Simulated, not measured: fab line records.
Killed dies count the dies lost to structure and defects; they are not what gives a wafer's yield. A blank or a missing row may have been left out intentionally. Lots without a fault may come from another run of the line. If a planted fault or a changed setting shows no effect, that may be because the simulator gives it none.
fab line records | flow n5-finfet
record lots=5 | wafers=15 | last-day=17
route steps=1938 shown TV_LITHO@1876 TV_OPEN@1887 PASSIVATION@1936
lots that met no fault: from a run of the same line without faults
start-h: the number of hours between the record's first day and the start of the first shown wafer of the lot | wait-h: hours since the lot's step before | " identical to the entry in the row above | L1.1+2: one row covering several wafers at once | - no value, or no start was given | * or withheld: withheld | < > ~ a bound
route shown NAME@n: NAME is a module with steps in the file, n the number in the route of the first one | usual: the fault-free wafers' mean and standard deviation | same: alike in all rows | chamber/n: place in a boat | sites: each site's reading | _std_site: how widely they spread, as a standard deviation | _edge_site: outer sites' mean less inner sites' | radius-mm: how far each site lies from the wafer's centre | mask NAME#n: copy n | behind: the most recent tool/chamber to have shaped the wafer | hold: the reason the lot was held/the length of the hold in hours/how it ended | device: transistor that didn't switch, given as n, p or np | end of line: the tests these same wafers got at the end of their route | step lacking rows: just its recipe | killed: at the first sort, the dies lost to defects and structure; wafer yield is something else | map: dies across one wafer; x = killed, . = not, _ = none there
set.NAME: the setting as run; set.NAME@STEP: as run at that earlier step | model.NAME: the simulator's own value behind a step, which no gauge read
lots seen at some steps along the route; tables by step, rows by wafer
services: a tool's chamber out of use, with start hour (start-h, from the record's first day; less than 0 if before it), hours out, and reason
## steps
# step N5_PASSIVATION_COAT_04
# recipe spin-rpm=* | resist-thk-nm=*
# step N5_PASSIVATION_EBR_06
# recipe solvent=PGMEA | ebr-width-mm=1.5
# step N5_PASSIVATION_SOFTBAKE_05
# recipe temp-c=100 | time-s=90
# step N5_PASSIVATION_EXPOSE_07
# recipe mask-id=TV | na=0.55 | source-shape=conventional | sigma-outer=0.8 | polarization=unpolarized | defocus-nm=0 | target-cd-nm=3000 | dose-mj=22.75
# step N5_PASSIVATION_PEB_08
# recipe peb-temp-c=withheld | peb-time-s=*
# step N5_PASSIVATION_DEVELOP_09
# recipe develop-time-s=60 | rinse-liquid=diw | dry=air-spin | dev-temp-c=21
# step N5_PASSIVATION_HARDBAKE_11
# recipe temp-c=130 | time-s=120
# step N5_PASSIVATION_CD_MEAS_10
# recipe target-cd-nm=3000 | landing-energy-ev=500 | detector=se-inlens
# usual cd-nm=2999.1/2.5
lot.wafer | tool      | chamber | start-h | wait-h | cd-nm
L763.3    | cd-sem-02 | 0       | 275.62  | -      | 2996.8
L763.4    | "         | 0       | "       | "      | 2994.3
L763.6    | "         | 0       | "       | "      | 2996.2
L769.3    | cd-sem-02 | 0       | 294.77  | -      | 2997.0
L769.4    | "         | 0       | "       | "      | 2999.7
L769.5    | "         | 0       | "       | "      | 3000.0
L775.1    | cd-sem-03 | 0       | 341.25  | -      | 3001.4
L775.3    | "         | 0       | "       | "      | 3003.2
L775.5    | "         | 0       | "       | "      | 3001.1
L784.1    | cd-sem-01 | 0       | 396.17  | -      | 3000.8
L784.2    | "         | 0       | "       | "      | 2998.7
L784.5    | "         | 0       | "       | "      | 3001.6
L783.1    | cd-sem-01 | 0       | 396.74  | -      | 3001.6
L783.4    | "         | 0       | "       | "      | 3001.8
L783.6    | "         | 0       | "       | "      | 2999.6
# step N5_PASSIVATION_OVL_MEAS_60
# recipe points-per-wafer=44
# usual TV_OVL=-2/5.2
lot.wafer | tool       | chamber | start-h | wait-h | TV_OVL[nm]
L763.3    | overlay-02 | 0       | 275.65  | 0.0    | -3
L763.4    | "          | 0       | "       | "      | 4
L763.6    | "          | 0       | "       | "      | 3
L769.3    | overlay-02 | 0       | 294.80  | 0.0    | 0
L769.4    | "          | 0       | "       | "      | -6
L769.5    | "          | 0       | "       | "      | 1
L775.1    | overlay-02 | 0       | 341.28  | 0.0    | 7
L775.3    | "          | 0       | "       | "      | 3
L775.5    | "          | 0       | "       | "      | 2
L784.1    | overlay-01 | 0       | 396.20  | 0.0    | -1
L784.2    | "          | 0       | "       | "      | -1
L784.5    | "          | 0       | "       | "      | -3
L783.1    | overlay-02 | 0       | 396.77  | 0.0    | -7
L783.4    | "          | 0       | "       | "      | -6
L783.6    | "          | 0       | "       | "      | 1
# step N5_PASSIVATION_INSPECT_61
# recipe mode=adi | inspect-instrument=macro
# usual raw-defect-count=2.1/1.5
lot.wafer | tool              | chamber | start-h | wait-h | raw-defect-count
L763.3    | defect-inspect-02 | -       | 275.67  | 0.0    | 3
L763.4    | "                 | -       | "       | "      | 2
L763.6    | "                 | -       | "       | "      | 1
L769.3    | defect-inspect-01 | -       | 294.82  | 0.0    | 1
L769.4    | "                 | -       | "       | "      | 2
L769.5    | "                 | -       | "       | "      | 3
L775.1    | defect-inspect-02 | -       | 341.30  | 0.0    | 5
L775.3    | "                 | -       | "       | "      | 2
L775.5    | "                 | -       | "       | "      | 4
L784.1    | defect-inspect-01 | -       | 396.23  | 0.0    | 0
L784.2    | "                 | -       | "       | "      | 3
L784.5    | "                 | -       | "       | "      | 0
L783.1    | defect-inspect-02 | -       | 396.79  | 0.0    | 3
L783.4    | "                 | -       | "       | "      | 1
L783.6    | "                 | -       | "       | "      | 2
# step N5_PASSIVATION_DESCUM_12
# recipe chemistry=O2 | time-s=7.9 | source-power-w=50 | bias-power-w=20 | pressure-mtorr=20 | rf-frequency-hz=2.712e+07 | temp-c=40 | o2-flow-sccm=225
# usual drypump-motor-current-A=5.9/0.53 | o2-flow-sccm=225.0/0.71 | oes-product-au=0.78/0.081 | rf-vpp-V=243.0/1.4 | showerhead-plenum-p-Torr=2.09/0.065 | throttle-valve-pct=20.5/0.31
lot.wafer | tool        | chamber | start-h | wait-h | drypump-motor-current-A | o2-flow-sccm | oes-product-au | rf-hours-counter-h | rf-vpp-V | showerhead-plenum-p-Torr | throttle-valve-pct
L763.3    | rie-diel-05 | 0       | 275.71  | 0.0    | 5.7                     | 224.3        | 0.76           | 130                | 244.8    | 2.19                     | 20.2
L763.4    | "           | 3       | "       | "      | 6.3                     | 224.3        | 0.77           | 125                | 243.4    | 2.10                     | 20.8
L763.6    | "           | 3       | "       | "      | 6.3                     | 224.8        | 0.78           | -                  | 244.0    | 2.10                     | 20.8
L769.3    | rie-diel-01 | 3       | 294.87  | 0.0    | 5.2                     | 224.5        | 0.81           | 82                 | 243.6    | 2.12                     | 20.7
L769.4    | "           | 1       | "       | "      | 5.5                     | 224.9        | 0.83           | 102                | 243.3    | 2.12                     | 20.1
L769.5    | "           | 3       | "       | "      | 5.2                     | 224.4        | 0.81           | -                  | 244.2    | 2.12                     | 20.7
L775.1    | rie-diel-05 | 1       | 341.37  | 0.1    | 5.8                     | 224.4        | 0.70           | 203                | 241.0    | 1.99                     | 20.8
L775.3    | "           | 2       | "       | "      | 5.1                     | 225.5        | 0.72           | 218                | 242.2    | 2.06                     | 20.3
L775.5    | "           | 3       | "       | "      | 6.3                     | 225.3        | 0.77           | -                  | 243.4    | 2.09                     | 20.8
L784.1    | rie-diel-04 | 2       | 396.26  | 0.0    | 6.5                     | 225.4        | 0.68           | 208                | 240.6    | 1.97                     | 20.8
L784.2    | "           | 3       | "       | "      | 5.4                     | 224.2        | 0.87           | 52                 | 243.7    | 2.11                     | 19.9
L784.5    | "           | 3       | "       | "      | 5.4                     | 225.1        | 0.86           | -                  | 244.6    | 2.11                     | 19.9
L783.1    | rie-diel-04 | 0       | 396.89  | 0.1    | 6.5                     | 224.3        | 0.89           | 40                 | 243.8    | 2.12                     | 20.3
L783.4    | "           | 2       | "       | "      | 6.5                     | 224.9        | 0.69           | 208                | 240.8    | 1.97                     | 20.8
L783.6    | "           | 2       | "       | "      | 6.5                     | 225.3        | 0.69           | -                  | 239.0    | 1.97                     | 20.8
# step N5_PASSIVATION_PASS_ETCH_74
# recipe chemistry=CF4/O2 | target=SiNx | target-depth-a=2200 | time-s=110 | ion-energy-ev=100 | pressure-mtorr=40 | source-w=535 | bias-w=49 | Ar_flow_sccm=100 | cf4-flow-sccm=100 | O2_flow_sccm=10
# usual bias-w=49.01/0.15 | drypump-motor-current-A=5.9/0.53 | oes_ar_750_au=0.79/0.075 | oes-product-au=0.78/0.083 | rf-vpp-V=240/7 | showerhead-plenum-p-Torr=2.20/0.061 | throttle-valve-pct=16.03/0.29
lot.wafer | tool        | chamber | start-h | wait-h | bias-w | drypump-motor-current-A | oes_ar_750_au | oes-product-au | rf-hours-counter-h | rf-vpp-V | showerhead-plenum-p-Torr | throttle-valve-pct
L763.3    | rie-diel-05 | 0       | 275.78  | 0.0    | 49.09  | 5.7                     | 0.74          | 0.76           | 130                | 250      | 2.31                     | 15.83
L763.4    | "           | 3       | "       | "      | 49.13  | 6.3                     | 0.79          | 0.78           | 125                | 232      | 2.23                     | 16.42
L763.6    | "           | 3       | "       | "      | 49.14  | 6.3                     | 0.79          | 0.79           | -                  | 232      | 2.23                     | 16.43
L769.3    | rie-diel-01 | 3       | 294.93  | 0.0    | 49.07  | 5.2                     | 0.83          | 0.84           | 82                 | 240      | 2.22                     | 16.13
L769.4    | "           | 1       | "       | "      | 49.39  | 5.5                     | 0.82          | 0.84           | 102                | 240      | 2.22                     | 15.58
L769.5    | "           | 3       | "       | "      | 49.10  | 5.2                     | 0.83          | 0.83           | -                  | 241      | 2.22                     | 16.12
L775.1    | rie-diel-05 | 1       | 341.44  | 0.0    | 48.95  | 5.8                     | 0.71          | 0.69           | 203                | 236      | 2.09                     | 16.25
L775.3    | "           | 2       | "       | "      | 49.03  | 5.2                     | 0.70          | 0.71           | 218                | 240      | 2.19                     | 15.97
L775.5    | "           | 3       | "       | "      | 49.07  | 6.3                     | 0.77          | 0.77           | -                  | 232      | 2.22                     | 16.48
L784.1    | rie-diel-04 | 2       | 396.33  | 0.0    | 49.21  | 6.5                     | 0.71          | 0.68           | 208                | 235      | 2.11                     | 16.48
L784.2    | "           | 3       | "       | "      | 48.90  | 5.4                     | 0.85          | 0.86           | 52                 | 244      | 2.24                     | 15.61
L784.5    | "           | 3       | "       | "      | 48.90  | 5.4                     | 0.85          | 0.86           | -                  | 244      | 2.24                     | 15.59
L783.1    | rie-diel-04 | 0       | 396.96  | 0.0    | 48.84  | 6.5                     | 0.87          | 0.87           | 40                 | 248      | 2.24                     | 15.84
L783.4    | "           | 2       | "       | "      | 49.00  | 6.5                     | 0.71          | 0.68           | 208                | 235      | 2.11                     | 16.46
L783.6    | "           | 2       | "       | "      | 49.07  | 6.5                     | 0.71          | 0.69           | -                  | 237      | 2.11                     | 16.46
# step N5_PASSIVATION_VIA_ETCH_13
# recipe chemistry=CHF3/O2 | target=SiO2 | target-depth-a=6600 | CHF3_flow_sccm=50 | O2_flow_sccm=5 | Ar_flow_sccm=200 | time-s=330 | mask-material=PR | pressure-mtorr=30 | source-w=650 | bias-w=170 | ion-energy-ev=200 | ends=cleared
# usual bias-w=169.9/0.51 | drypump-motor-current-A=5.9/0.53 | etch-rf-on-time-s=235/4.9 | oes_ar_750_au=0.79/0.076 | oes-product-au=0.71/0.074 | rf-vpp-V=521/14 | showerhead-plenum-p-Torr=2.41/0.061 | throttle-valve-pct=19.0/0.33
lot.wafer | tool        | chamber | start-h | wait-h | bias-w | drypump-motor-current-A | etch-rf-on-time-s | oes_ar_750_au | oes-product-au | rf-hours-counter-h | rf-vpp-V | showerhead-plenum-p-Torr | throttle-valve-pct
L763.3    | rie-diel-05 | 0       | 275.87  | 0.0    | 169.3  | 5.7                     | 234               | 0.75          | 0.69           | 130                | 542      | 2.51                     | 18.6
L763.4    | "           | 3       | "       | "      | 169.6  | 6.3                     | 235               | 0.79          | 0.71           | 125                | 504      | 2.43                     | 19.4
L763.6    | "           | 3       | "       | "      | 169.9  | 6.3                     | 233               | 0.79          | 0.71           | -                  | 503      | 2.43                     | 19.3
L769.3    | rie-diel-01 | 3       | 295.03  | 0.0    | 169.2  | 5.2                     | 225               | 0.82          | 0.74           | 83                 | 522      | 2.44                     | 19.1
L769.4    | "           | 1       | "       | "      | 170.1  | 5.5                     | 236               | 0.81          | 0.75           | 102                | 527      | 2.42                     | 18.4
L769.5    | "           | 3       | "       | "      | 168.3  | 5.2                     | 229               | 0.82          | 0.74           | -                  | 523      | 2.44                     | 19.1
L775.1    | rie-diel-05 | 1       | 341.53  | 0.0    | 169.3  | 5.8                     | 242               | 0.71          | 0.64           | 203                | 516      | 2.29                     | 19.2
L775.3    | "           | 2       | "       | "      | 169.0  | 5.2                     | 232               | 0.71          | 0.64           | 218                | 517      | 2.39                     | 18.8
L775.5    | "           | 3       | "       | "      | 223.9  | 6.3                     | 220               | 0.79          | 0.72           | -                  | 629      | 2.42                     | 19.4
L784.1    | rie-diel-04 | 2       | 396.42  | 0.0    | 170.3  | 6.4                     | 236               | 0.70          | 0.62           | 208                | 513      | 2.32                     | 19.5
L784.2    | "           | 3       | "       | "      | 169.6  | 5.4                     | 228               | 0.85          | 0.77           | 52                 | 532      | 2.44                     | 18.4
L784.5    | "           | 3       | "       | "      | 169.7  | 5.4                     | 232               | 0.85          | 0.78           | -                  | 530      | 2.44                     | 18.4
L783.1    | rie-diel-04 | 0       | 397.05  | 0.0    | 169.8  | 6.5                     | 233               | 0.87          | 0.80           | 40                 | 541      | 2.45                     | 18.7
L783.4    | "           | 2       | "       | "      | 170.1  | 6.4                     | 238               | 0.70          | 0.63           | 208                | 513      | 2.32                     | 19.5
L783.6    | "           | 2       | "       | "      | 170.1  | 6.4                     | 237               | 0.70          | 0.63           | -                  | 513      | 2.32                     | 19.5
# step N5_PASSIVATION_STRIP_14
# recipe chemistry=O2 | power-w=600 | temp-c=60 | pressure-mtorr=30 | rf-frequency-hz=6e+07 | bias-power-w=0 | overash-fraction=0.5 | o2-flow-sccm=225
# usual drypump-motor-current-A=5.9/0.52 | o2-flow-sccm=225.1/0.67 | oes-product-au=0.79/0.081 | rf-vpp-V=3.6/1 | showerhead-plenum-p-Torr=2.09/0.064 | throttle-valve-pct=16.69/0.3
# same overash-fraction=0.5
lot.wafer | tool        | chamber | start-h | wait-h | drypump-motor-current-A | o2-flow-sccm | oes-product-au | rf-hours-counter-h | rf-vpp-V | showerhead-plenum-p-Torr | throttle-valve-pct
L763.3    | rie-diel-05 | 0       | 276.07  | 0.1    | 5.7                     | 225.3        | 0.77           | 130                | 3.2      | 2.19                     | 16.42
L763.4    | "           | 3       | "       | "      | 6.3                     | 226.0        | 0.78           | 125                | 3.9      | 2.10                     | 17.04
L763.6    | "           | 3       | "       | "      | 6.3                     | 225.2        | 0.79           | -                  | 3.4      | 2.10                     | 17.03
L769.3    | rie-diel-01 | 3       | 295.22  | 0.1    | 5.2                     | 226.2        | 0.83           | 83                 | 3.1      | 2.13                     | 16.88
L769.4    | "           | 1       | "       | "      | 5.5                     | 224.6        | 0.83           | 102                | 4.2      | 2.12                     | 16.31
L769.5    | "           | 3       | "       | "      | 5.2                     | 225.2        | 0.81           | -                  | 5.2      | 2.13                     | 16.88
L775.1    | rie-diel-05 | 1       | 341.73  | 0.1    | 5.8                     | 225.0        | 0.71           | 203                | 2.6      | 1.99                     | 17.04
L775.3    | "           | 2       | "       | "      | 5.2                     | 224.6        | 0.72           | 218                | 5.6      | 2.07                     | 16.62
L775.5    | "           | 3       | "       | "      | 6.3                     | 225.8        | 0.76           | -                  | 2.0      | 2.09                     | 17.04
L784.1    | rie-diel-04 | 2       | 396.62  | 0.1    | 6.5                     | 224.9        | 0.67           | 208                | 5.2      | 1.98                     | 17.03
L784.2    | "           | 3       | "       | "      | 5.4                     | 225.2        | 0.84           | 52                 | 2.8      | 2.11                     | 16.15
L784.5    | "           | 3       | "       | "      | 5.4                     | 225.1        | 0.86           | -                  | 2.4      | 2.11                     | 16.15
L783.1    | rie-diel-04 | 0       | 397.25  | 0.1    | 6.5                     | 224.6        | 0.87           | 40                 | 3.5      | 2.12                     | 16.49
L783.4    | "           | 2       | "       | "      | 6.5                     | 225.4        | 0.67           | 209                | 5.0      | 1.98                     | 17.05
L783.6    | "           | 2       | "       | "      | 6.5                     | 226.2        | 0.68           | -                  | 6.7      | 1.98                     | 17.03
# step N5_PASSIVATION_PROBE_49
# usual defect-limited-yield=91.2/1.5 | killed_at_M0_to_M3=36/10 | killed_at_M4_up=13/6 | killed-at-contacts=11/5.2 | killed-at-front-end=40/11 | killed-at-other=3.1/2.9 | killed-dies=104/17 | killed-open=66/12 | killed-short=34/7.7 | sort_bin_5_function=5.1/0.91 | sort_bin_6_memory=3.2/0.67 | sort-n-pass=1076/17 | sort-yield-pct=91.2/1.5
# same gross-dies=1180 | killed-at-back-side=0 | sort_bin_4_leakage[%]=0 | sort_bin_8_speed[%]=0
lot.wafer | tool      | chamber | start-h | wait-h | defect-limited-yield[%] | killed_at_M0_to_M3 | killed_at_M4_up | killed-at-contacts | killed-at-front-end | killed-at-other | killed-dies | killed-open | killed-short | sort_bin_5_function[%] | sort_bin_6_memory[%] | sort-n-pass | sort-yield-pct[%]
L769.5    | prober-02 | -       | 302.76  | 0.2    | 91.5                    | 23                 | 13              | 10                 | 49                  | 5               | 100         | 57          | 34           | 4.3                    | 3.5                  | 1080        | 91.5
# killed by level:class
L769.5 MOL_CONTACT_COAG:geometric-particle:open=9 FIN_SAQP:geometric-particle:short=8 FIN_SAQP:geometric-particle:open=7 STI_FIN_REVEAL:geometric-particle:open=7 BEOL_M2:geometric-particle:open=5 HKMG_FIN:area-etch=5 FIN_CUT:geometric-particle:short=4 BEOL_M0_SAQP:geometric-particle:short=4
## services
tool        | chamber | start-h | hours | kind
rie-diel-01 | 1       | 286.80  | 6.7   | repair
rie-diel-05 | 0       | 300.39  | 21.1  | repair
rie-diel-05 | 2       | 303.66  | 4.9   | repair
rie-diel-05 | 0       | 334.70  | 17.2  | repair
rie-diel-01 | 3       | 375.65  | 2.5   | repair
rie-diel-05 | 3       | 396.61  | 3.4   | repair
## key
first-sign step=N5_PASSIVATION_VIA_ETCH_13 | reading=bias-w | direction=up | sigmas=99+ | usual=* | struck=*
effect step=N5_PASSIVATION_VIA_ETCH_13 | reading=rf-vpp-V | direction=up | sigmas=7.4 | usual=521 | struck=629
met-at N5_PASSIVATION_VIA_ETCH_13
struck-wafers L775.5
onset-between 275.87 341.53
fault kind=process-parameter-drift | tool=rie-diel-05 | chamber=3 | onset-h=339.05 | steps=N5_PASSIVATION_VIA_ETCH_13 | channel=bias-w | offset=* | shape=step | end-h=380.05 | acts-in=* | stated=*
